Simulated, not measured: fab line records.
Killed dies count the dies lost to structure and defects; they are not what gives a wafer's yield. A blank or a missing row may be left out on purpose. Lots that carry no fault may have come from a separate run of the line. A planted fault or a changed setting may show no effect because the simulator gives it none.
fab line records	flow nand-harc	part 2 of 2: steps 4 to 6 of 6
record: lots: 23	wafers: 69	last-day: 33
route steps=1302 shown A_SGD_CUT@901 A_SLIT@937 A_WL_FILL@952
lots that met no fault: taken from a fault-free run of the same line
start-h: the number of hours between the record's first day and the start of the first shown wafer of the lot	wait-h: time in hours since the lot's previous step	" same as the row above	L1.1+2: several wafers, shown together as one row	- either no value or no given start	* or withheld: withheld	< > ~ a bound
route shown NAME@n: names a module that has steps shown in the file, with the first one's number in the route	usual: mean/standard deviation taken from wafers without a fault	same: alike in all rows	chamber/n: place in a boat	sites: per-site readings	_std_site: how widely they spread, as a standard deviation	_edge_site: mean of outer sites minus mean of inner sites	radius-mm: for every site, how far away it sits from the centre of the wafer	mask NAME#n: copy n	behind: the last tool/chamber to shape the wafer	hold: what put the lot on hold/how long, in hours/how the hold closed	device: transistor that didn't switch, given as n, p or np	end of line: tests run on the same wafers once the route is complete	a step with no rows: only its recipe	killed: the dies lost at the first sort to structure and to defects; this is not the yield of the wafer	map: dies across one wafer; x = killed, . = not, _ = none there
set.NAME: the setting that was run; set.NAME@STEP: the one run at that earlier step	model.NAME: the simulator's own value behind a step, which no gauge read
one table for each step of the route and one row for each wafer, over a sample of lots
services: a tool's chamber out of use, with start hour (start-h, from the record's first day; less than 0 if before it), hours out, and reason
== steps ==
step: NHARC_A_SLIT_ETCH_17
recipe: bias-v: 900	source-w: withheld	pressure-mtorr: 20	ar-flow-sccm: 375	c4f8-flow-sccm: 83.3	o2-flow-sccm: 41.7	time-s: 4254.5	target-depth-a: 2.03e+05	chemistry: C4F8/O2/Ar
usual: chamber-pressure-mTorr: 20.000/0.019	drypump-motor-current-A: 5.6/0.42	he-backside-leak-sccm: 5.8/0.72	showerhead-plenum-p-Torr: 3.64/0.21	throttle-valve-pct: 32.045/0.0089
lot.wafer	tool	chamber	start-h	wait-h	chamber-pressure-mTorr	drypump-motor-current-A	he-backside-leak-sccm	rf-hours-counter-h	showerhead-plenum-p-Torr	throttle-valve-pct
L074.2	har-etch-02	0	447.48	-	20.027	5.7	5.6	27	3.92	32.046
L074.4	"	1	449.28	-	19.986	5.2	8.9	-	3.92	32.047
L074.5	"	0	"	"	20.024	5.8	5.7	-	3.92	32.043
L075.2	har-etch-02	1	451.28	-	20.013	5.2	4.6	31	3.92	32.059
L075.3	"	1	452.48	-	19.997	5.2	4.5	-	3.92	32.048
L075.6	"	0	454.27	-	19.996	5.7	5.6	-	3.92	32.063
L076.1	har-etch-02	0	466.53	-	20.006	5.7	5.7	42	3.92	32.051
L076.2	"	1	"	"	20.020	5.2	4.9	42	3.92	32.044
L076.3	"	1	468.36	-	20.051	5.2	5.0	-	3.92	32.049
L077.1	har-etch-01	1	483.50	-	19.990	5.2	6.1	267	3.49	32.037
L077.2	"	0	"	"	20.006	6.1	5.8	267	3.49	32.052
L077.5	"	1	485.93	-	20.016	5.1	5.9	-	3.49	32.048
L078.3	har-etch-01	0	496.48	-	19.933	6.2	5.8	-	3.49	32.042
L078.4	"	1	"	"	20.029	5.1	5.7	-	3.49	32.039
L078.6	"	0	"	"	19.989	6.2	5.6	-	3.49	32.032
L080.1	har-etch-02	0	504.57	-	20.011	5.7	6.0	62	3.90	32.035
L080.3	"	0	505.77	-	20.014	5.7	5.7	-	3.90	32.048
L080.5	"	0	506.97	-	19.994	5.7	5.7	-	3.91	32.042
L079.1	har-etch-01	0	508.64	-	20.011	6.1	5.6	279	3.49	32.054
L079.3	"	1	"	"	20.004	5.1	5.4	-	3.49	32.034
L079.4	"	0	"	"	20.016	6.1	5.8	-	3.49	32.043
L083.2	har-etch-01	0	531.42	-	19.958	6.1	6.0	290	3.48	32.048
L083.4	"	1	"	"	20.021	5.1	6.5	-	3.48	32.040
L083.3	"	0	"	"	19.986	6.1	5.9	-	3.48	32.034
L081.3	har-etch-02	0	533.05	-	20.026	5.7	5.9	-	3.90	32.050
L081.5	"	1	"	"	20.000	5.2	4.8	-	3.90	32.046
L081.6	"	0	"	"	19.993	5.8	5.8	-	3.90	32.048
L082.4	har-etch-01	0	535.79	-	19.988	6.1	5.6	-	3.48	32.071
L082.3	"	1	"	"	20.005	5.1	5.8	-	3.48	32.039
L082.6	"	0	"	"	19.957	6.1	5.8	-	3.48	32.050
L084.1	har-etch-01	1	567.80	-	19.979	5.1	5.9	309	3.47	32.031
L084.6	"	0	569.60	-	19.970	6.1	5.7	-	3.47	32.059
L084.5	"	1	"	"	20.009	5.2	5.9	-	3.47	32.050
L085.1	har-etch-02	1	567.99	-	19.989	5.2	4.7	96	3.89	32.042
L085.4	"	1	569.23	-	19.991	5.2	4.5	-	3.89	32.037
L085.6	"	0	"	"	19.970	5.7	5.8	-	3.89	32.045
L086.4	har-etch-01	1	573.89	-	19.992	5.1	6.3	-	3.47	32.046
L086.3	"	0	"	"	19.988	6.1	5.8	-	3.47	32.057
L086.6	"	0	575.69	-	20.004	6.1	5.9	-	3.47	32.041
L087.4	har-etch-01	0	582.34	-	20.039	6.1	10.3	-	3.47	32.039
L087.3	"	1	"	"	20.030	5.2	6.5	-	3.46	32.046
L087.6	"	0	"	"	19.992	6.1	6.0	-	3.47	32.044
L088.2	har-etch-02	0	589.95	-	19.994	5.7	5.6	112	3.88	32.043
L088.3	"	1	"	"	20.005	5.2	5.2	-	3.88	32.054
L088.5	"	0	592.36	-	20.025	5.7	5.6	-	3.88	32.044
L089.3	har-etch-01	1	590.46	-	20.001	5.2	5.7	-	3.46	32.052
L089.5	"	1	591.66	-	19.993	5.1	6.2	-	3.46	32.056
L089.6	"	0	"	"	19.991	6.1	6.1	-	3.47	32.021
L090.2	har-etch-01	1	622.07	-	19.977	5.1	5.8	339	3.45	32.035
L090.6	"	1	624.48	-	20.001	5.2	5.7	-	3.45	32.032
L090.5	"	0	"	"	19.993	6.2	6.0	-	3.46	32.045
L092.2	har-etch-01	1	645.72	-	20.038	5.2	6.6	355	3.45	32.035
L092.4	"	0	647.54	-	20.010	6.1	5.7	-	3.45	32.040
L092.5	"	1	"	"	19.993	5.1	6.4	-	3.45	32.053
L093.2	har-etch-02	1	647.61	-	19.999	5.2	5.0	142	3.86	32.048
L093.1	"	0	"	"	20.001	5.8	5.8	142	3.86	32.041
L093.5	"	1	650.07	-	20.034	5.2	4.9	-	3.86	32.052
L096.2	har-etch-01	1	665.85	-	20.018	5.2	6.3	370	3.44	32.035
L096.1	"	0	"	"	19.997	6.1	6.3	370	3.44	32.034
L096.4	"	1	"	"	20.016	5.2	6.2	-	3.44	32.051
L097.1	har-etch-01	1	670.17	-	19.999	5.2	6.5	374	3.44	32.052
L097.3	"	1	671.37	-	19.992	5.2	7.1	-	3.44	32.045
L097.5	"	0	"	"	20.005	6.1	5.9	-	3.44	32.060
L095.4	har-etch-02	1	670.45	-	20.015	5.2	5.1	-	3.85	32.059
L095.6	"	1	671.66	-	19.997	5.2	4.4	-	3.85	32.039
L095.5	"	0	"	"	20.023	5.7	6.1	-	3.85	32.052
L094.1	har-etch-01	0	673.35	-	19.998	6.1	6.5	377	3.44	32.032
L094.3	"	1	675.19	-	19.988	5.2	6.1	-	3.43	32.043
L094.5	"	0	"	"	19.998	6.2	6.5	-	3.44	32.040
step: NHARC_A_WL_FILL_ALD_00
recipe: target-thk-a: 30	pulse-time-s: 3	ald-cycles: 30	temp-c: 300	material: Al2O3
usual: heater-power-w: 461/56	precursor-pulse-height-rel: 0.998/0.02
lot.wafer	tool	chamber	start-h	wait-h	heater-power-w	precursor-pulse-height-rel
L074.2	ald-hk-03	1	459.20	0.1	430	0.985
L074.4	"	3	"	"	402	0.979
L074.5	"	1	"	"	428	1.018
L075.3	ald-hk-04	3	462.96	0.1	467	0.995
L075.2	"	0	"	"	467	1.024
L075.6	"	0	"	"	467	0.990
L076.1	ald-hk-04	0	478.25	0.1	474	1.008
L076.3	"	1	"	"	561	0.980
L076.2	"	2	"	"	434	0.956
L077.2	ald-hk-01	0	495.39	0.1	504	1.017
L077.1	"	1	"	"	396	1.021
L077.5	"	0	"	"	485	1.019
L078.4	ald-hk-04	2	507.72	0.7	437	1.040
L078.3	"	0	"	"	479	1.031
L078.6	"	3	"	"	452	0.990
L080.3	ald-hk-03	0	516.29	0.1	431	1.003
L080.1	"	1	"	"	436	0.999
L080.5	"	0	"	"	429	0.999
L079.1	ald-hk-03	1	521.04	0.1	417	0.968
L079.4	"	2	"	"	470	0.960
L079.3	"	0	"	"	423	0.971
L083.2	ald-hk-04	1	542.47	0.1	555	1.033
L083.4	"	2	"	"	435	1.044
L083.3	"	0	"	"	471	0.984
L081.3	ald-hk-03	1	542.52	0.1	417	0.990
L081.5	"	3	"	"	411	1.001
L081.6	"	0	"	"	430	0.991
L082.3	ald-hk-03	3	547.76	0.1	413	1.026
L082.4	"	2	"	"	474	0.995
L082.6	"	0	"	"	431	0.975
L085.1	ald-hk-01	0	578.89	0.1	500	0.972
L085.4	"	2	"	"	414	0.998
L085.6	"	1	"	"	405	0.960
L084.1	ald-hk-04	2	578.94	0.1	451	0.990
L084.6	"	0	"	"	465	0.994
L084.5	"	1	"	"	550	0.987
L086.4	ald-hk-04	0	584.43	0.1	461	1.002
L086.3	"	1	"	"	559	1.006
L086.6	"	3	"	"	468	0.988
L087.4	ald-hk-03	2	593.00	0.1	457	1.027
L087.3	"	0	"	"	449	0.979
L087.6	"	2	"	"	456	1.019
L088.3	ald-hk-04	2	600.96	0.1	446	0.980
L088.2	"	0	"	"	480	1.021
L088.5	"	1	"	"	567	1.014
L089.3	ald-hk-01	2	601.01	0.1	408	0.996
L089.5	"	3	"	"	357	1.024
L089.6	"	0	"	"	499	1.039
L090.2	ald-hk-03	1	635.61	0.1	434	0.987
L090.5	"	3	"	"	419	0.976
L090.6	"	0	"	"	454	0.984
L092.4	ald-hk-04	1	657.48	0.1	597	1.025
L092.2	"	3	"	"	457	1.027
L092.5	"	1	"	"	602	0.972
L093.2	ald-hk-04	3	662.70	0.1	443	0.953
L093.1	"	2	"	"	451	0.957
L093.5	"	3	"	"	436	0.996
L096.2	ald-hk-04	3	677.64	0.1	440	1.014
L096.4	"	0	"	"	467	0.977
L096.1	"	1	"	"	578	0.994
L097.3	ald-hk-04	2	680.98	0.1	463	0.989
L097.1	"	0	"	"	463	0.995
L097.5	"	2	"	"	458	0.988
L095.4	ald-hk-04	3	681.17	0.3	453	0.984
L095.5	"	1	"	"	592	1.004
L095.6	"	2	"	"	443	0.969
L094.1	ald-hk-04	1	685.24	0.1	606	1.014
L094.3	"	3	"	"	447	1.016
L094.5	"	1	"	"	578	0.975
step: NHARC_A_WL_FILL_STRIP_27
recipe: power-w: 1500	temp-c: 250	time-s: 20	chemistry: N2/H2
usual: drypump-motor-current-A: 5.6/0.41	heater-power-w: 366/17
lot.wafer	tool	chamber	start-h	wait-h	drypump-motor-current-A	heater-power-w	rf-hours-counter-h
L074.2	plasma-asher-02	1	461.30	0.1	5.0	378	5
L074.4	"	1	"	"	5.0	385	-
L074.5	"	0	"	"	6.0	360	-
L075.2	plasma-asher-02	0	464.66	0.1	6.0	362	6
L075.3	"	0	"	"	6.0	358	-
L075.6	"	0	"	"	6.0	355	-
L076.1	plasma-asher-02	1	480.21	0.2	5.0	378	9
L076.2	"	0	"	"	6.0	364	9
L076.3	"	1	"	"	5.0	394	-
L077.1	plasma-asher-02	0	497.06	0.1	6.0	369	13
L077.2	"	1	"	"	5.0	394	13
L077.5	"	0	"	"	6.0	361	-
L078.4	plasma-asher-01	0	509.52	0.1	5.5	358	-
L078.3	"	1	"	"	5.9	349	-
L078.6	"	1	"	"	5.9	358	-
L080.1	plasma-asher-02	0	517.93	0.1	6.0	362	16
L080.3	"	0	"	"	6.0	365	-
L080.5	"	1	"	"	5.0	387	-
L079.1	plasma-asher-02	0	522.75	0.1	6.0	356	18
L079.4	"	1	"	"	5.0	383	-
L079.3	"	0	"	"	6.0	371	-
L081.3	plasma-asher-01	1	549.50	5.4	5.9	338	-
L081.6	"	1	"	"	5.9	343	-
L081.5	"	0	"	"	5.5	371	-
L083.2	plasma-asher-01	1	549.61	5.4	5.9	342	5
L083.3	"	0	"	"	5.4	370	-
L083.4	"	1	"	"	5.9	342	-
L082.3	plasma-asher-01	0	551.26	1.9	5.5	366	-
L082.4	"	1	"	"	5.9	341	-
L082.6	"	0	"	"	5.5	367	-
L084.1	plasma-asher-01	0	580.56	0.1	5.5	367	14
L084.6	"	0	"	"	5.5	372	-
L084.5	"	1	"	"	5.9	338	-
L085.1	plasma-asher-01	0	580.71	0.3	5.5	376	14
L085.4	"	1	"	"	5.9	346	-
L085.6	"	1	"	"	5.9	335	-
L086.4	plasma-asher-01	0	586.09	0.1	5.5	373	-
L086.3	"	1	"	"	5.9	345	-
L086.6	"	0	"	"	5.5	367	-
L087.3	plasma-asher-02	0	594.69	0.1	6.0	362	-
L087.4	"	1	"	"	5.0	382	-
L087.6	"	0	"	"	6.0	367	-
L089.3	plasma-asher-02	0	602.66	0.2	6.0	359	-
L089.6	"	1	"	"	5.0	393	-
L089.5	"	0	"	"	6.0	359	-
L088.2	plasma-asher-02	0	602.73	0.2	6.0	364	32
L088.3	"	1	"	"	5.0	384	-
L088.5	"	1	"	"	5.0	391	-
L090.2	plasma-asher-01	0	637.24	0.1	5.5	372	25
L090.5	"	1	"	"	5.9	339	-
L090.6	"	0	"	"	5.5	365	-
L092.2	plasma-asher-01	0	659.12	0.1	5.5	367	31
L092.4	"	1	"	"	5.9	343	-
L092.5	"	1	"	"	5.9	344	-
L093.2	plasma-asher-01	1	664.37	0.1	5.9	336	33
L093.1	"	0	"	"	5.5	364	33
L093.5	"	1	"	"	5.9	339	-
L096.2	plasma-asher-01	1	679.35	0.1	5.9	343	35
L096.1	"	0	"	"	5.5	368	35
L096.4	"	0	"	"	5.5	377	-
L097.1	plasma-asher-02	0	682.62	0.1	6.0	374	14
L097.3	"	1	"	"	5.0	400	-
L097.5	"	1	"	"	5.0	395	-
L095.4	plasma-asher-02	1	682.86	0.2	5.0	386	-
L095.6	"	0	"	"	6.0	379	-
L095.5	"	1	"	"	5.0	398	-
L094.1	plasma-asher-01	1	686.91	0.1	5.9	349	36
L094.3	"	0	"	"	5.5	371	-
L094.5	"	0	"	"	5.5	374	-
== services ==
tool	chamber	start-h	hours	kind
plasma-asher-02	-	426.09	9.0	pm
ald-hk-04	-	432.74	10.0	pm
rie-diel-12	-	445.40	9.0	pm
rie-diel-01	1	463.63	7.7	repair
rie-diel-01	2	469.07	6.4	repair
plasma-asher-02	-	478.75	0.7	repair
rie-diel-13	1	509.19	7.9	repair
rie-diel-01	0	513.02	4.2	repair
rie-diel-13	-	519.00	9.0	pm
plasma-asher-01	-	519.08	9.0	pm
rie-diel-01	2	523.54	8.7	repair
plasma-asher-01	-	541.54	7.6	repair
rie-diel-01	-	557.85	9.0	pm
rie-diel-12	2	569.46	4.2	repair
rie-diel-12	1	575.48	4.4	repair
rie-diel-01	2	579.14	7.3	repair
rie-diel-01	3	583.66	1.8	repair
rie-diel-01	2	586.86	3.6	repair
rie-diel-12	3	602.00	17.9	repair
plasma-asher-02	-	603.23	9.0	pm
rie-diel-13	2	611.43	3.1	repair
rie-diel-12	-	622.40	9.0	pm
rie-diel-13	1	639.10	10.3	repair
plasma-asher-01	-	672.40	1.4	repair
